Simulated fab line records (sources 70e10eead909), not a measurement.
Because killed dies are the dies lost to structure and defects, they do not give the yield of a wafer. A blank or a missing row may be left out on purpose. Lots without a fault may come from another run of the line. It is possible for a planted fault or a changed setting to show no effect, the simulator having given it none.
A lot that was struck, set against a sound lot || flow nand harc || 42 out of 1159 route steps
Sound: these wafers, L657.3, L657.5, L657.6. Struck: wafer L673.3. (L673.1, L673.4 of the same lot were not struck and are left out.) The cause comes at the end.
Per side, at each step with rows, come the tool, then ch with its chambers, and then its first start. Under that, the readings that differ: sound wafers || struck wafers || difference of the means || sigmas: that difference in standard deviations of wafers without a fault.
alike: same words and numbers on both sides, and readings whose means sit less than 2 such deviations apart. not compared: any withheld reading, any reading some wafer has no value for, any bound like >300 that may hide the same value, and any number with overlapping values for which the record gives no deviation.
Wherever a step has rows on one side only, a row that says differs or no value, or a row with sigmas, the two part there. When numbers do not overlap yet have no deviation, they are printed without sigmas and do not part them. A reading that every wafer of one side lacks parts them only if that side has two wafers or more.

first, 5 steps without rows for these wafers: NHARC_A_SGD_CUT_PRECLEAN_18 (cleans in SC1); NHARC_A_SGD_CUT_SRD_19; NHARC_A_SGD_CUT_DEP_20 (deposits SiO2, target thk 150 nm); NHARC_A_SGD_CUT_ANNEAL_27 (time 1800 s); NHARC_A_SGD_CUT_CMP_21 (polishes, target thk 148.19 nm).
NHARC_A_SGD_CUT_THK_MEAS_22: measures by ellipsometry.
  struck on film metro-02, day 20 02:35; sound on film metro-01, day 15 07:35
  alike: thk nm
then, 2 steps without rows for these wafers: NHARC_A_SGD_CUT_SRD_23; NHARC_A_SGD_CUT_ETCH_26 (etches SiO2 in dHF, target depth 45.8 nm).
NHARC_A_SGD_CUT_ETCHBACK_24: etches the open film in CH3F/O2, target depth 50 nm, time 92.857 s.
  sound on rie diel-12 ch 0,1,3, day 15 07:50; struck on rie diel-12 ch 3, day 20 02:55
  alike: ch3f flow sccm, chamber pressure mTorr, drypump motor current A, oes product au, rf vpp V, showerhead plenum p Torr, throttle valve pct
  not compared: rf hours counter h
then, 1 step without rows for these wafers: NHARC_A_SGD_CUT_STRIP_28 (strips in O2, time 20 s).
NHARC_A_SGD_CUT_INSPECT_25:
  struck on defect inspect-01, day 20 03:12; sound on defect inspect-01, day 15 08:03
  alike: raw defect count
NHARC_A_SLIT_DEP_25: deposits SiO2, target thk 200 nm.
  sound on pecvd-03 ch 0,1,2, day 15 08:14; struck on pecvd-02 ch 0, day 20 03:19
  alike: heater power w, mfc precursor sccm, throttle valve pct
NHARC_A_SLIT_DEP_00: deposits aC, target thk 3200 nm.
  sound on acl dep-02 ch 0, day 15 09:08; struck on acl dep-01 ch 0, day 20 04:11
  alike: throttle valve pct
then, 9 steps without rows for these wafers: NHARC_A_SLIT_DEP_23 (deposits SiON, target thk 100 nm); NHARC_A_SLIT_DEHYDRATE_01 (time 120 s); NHARC_A_SLIT_HMDS_02 (time 30 s); NHARC_A_SLIT_COAT_03 (resist thk 90 nm); NHARC_A_SLIT_SOFTBAKE_04 (time 55 s); NHARC_A_SLIT_EBR_05; NHARC_A_SLIT_EXPOSE_06 (exposes mask SLIT); NHARC_A_SLIT_PEB_07 (peb time 65 s); NHARC_A_SLIT_DEVELOP_08 (develop time 35 s).
NHARC_A_SLIT_CD_MEAS_09 targets a cd of 300 nm.
  sound on cd sem-02 ch 0, day 15 11:10; struck on cd sem-01 ch 0, day 20 06:53
  alike: cd nm
NHARC_A_SLIT_OVL_MEAS_10:
  struck on overlay-01, day 20 06:59; sound on overlay-01, day 15 11:14
  alike: overlay x nm, overlay y nm
NHARC_A_SLIT_INSPECT_11:
  struck on defect inspect-02, day 20 07:01; sound on defect inspect-02, day 15 11:17
  alike: raw defect count
NHARC_A_SLIT_DESCUM_14: chemistry O2, time 3 s.
  sound on rie diel-11 ch 1,2, day 15 11:20; struck on rie diel-01 ch 0, day 20 07:05
  alike: chamber pressure mTorr, drypump motor current A, oes product au, rf vpp V, showerhead plenum p Torr, throttle valve pct
  not compared: rf hours counter h
then, 3 steps without rows for these wafers: NHARC_A_SLIT_ETCH_24 (etches the open film in CF4/CHF3, target depth 121 nm, time 60.5 s); NHARC_A_SLIT_ETCH_15 (etches the open film in O2/COS, target depth 3200 nm, time 832 s); NHARC_A_SLIT_ETCH_17 (etches the open film in C4F8/O2/Ar, time 1687.5 s, target depth 10100 nm).
NHARC_A_SLIT_ETCH_26: etches the open film in C4F8/O2/Ar, time 90 s, target depth 400 nm.
  sound on har etch-02 ch 0,1, day 15 13:41; struck on har etch-02 ch 0, day 20 12:00
  alike: c4f8 flow sccm, chamber pressure mTorr, drypump motor current A, showerhead plenum p Torr, throttle valve pct
  not compared: rf hours counter h
then, 5 steps without rows for these wafers: NHARC_A_SLIT_STRIP_28 (strips in O2/COS); NHARC_A_SLIT_ETCH_29 (etches the open film in CF4/O2, target depth 100 nm, overetch 10 nm, time 55 s); NHARC_A_SLIT_STRIP_18 (strips in O2); NHARC_A_SLIT_PRECLEAN_19 (cleans in SC1); NHARC_A_SLIT_SRD_20.
NHARC_A_SLIT_CD_MEAS_21:
  struck on cd sem-01, day 20 13:10; sound on cd sem-03, day 15 14:44
  alike: cd nm
then, 3 steps without rows for these wafers: NHARC_A_SIN_REMOVE_WET_00 (chemistry H3PO4, time 15300 s); NHARC_A_SIN_REMOVE_PRECLEAN_01 (cleans in SC1); NHARC_A_SIN_REMOVE_SRD_02.
NHARC_A_SIN_REMOVE_INSPECT_04:
  the record has rows for the sound wafers here (defect inspect-01, day 15 22:28) and none for the struck ones
NHARC_A_WL_FILL_ALD_00: deposits Al2O3, target thk 3 nm, pulse time 3 s, ald cycles 30.
  the record has rows for the sound wafers here (ald hk-04 ch 0,1,3, day 15 22:35) and none for the struck ones
-- break in the record here, with 5 days between the starts of the struck wafers on either side (left off in module A_WL_FILL, picked up again in module END, where the first step shown is number 1159 on the route) --
NHARC_END_SORT_01:
  sound on prober-01 ch 0, day 21 07:50; struck on prober-01 ch 0, day 25 17:58
{"reading": "killed at array", "sound": "25 32 30", "struck": 549, "difference": "+520", "sigmas": "+47"}
{"reading": "killed dies", "sound": "27 32 31", "struck": 555, "difference": "+525", "sigmas": "+44"}
  alike: killed at other, killed at periphery, killed open, killed short

== WHERE THEY PART ==
Earliest at NHARC_A_SIN_REMOVE_INSPECT_04; latest, in this record, at NHARC_END_SORT_01.

WHY: whatever the simulator had introduced
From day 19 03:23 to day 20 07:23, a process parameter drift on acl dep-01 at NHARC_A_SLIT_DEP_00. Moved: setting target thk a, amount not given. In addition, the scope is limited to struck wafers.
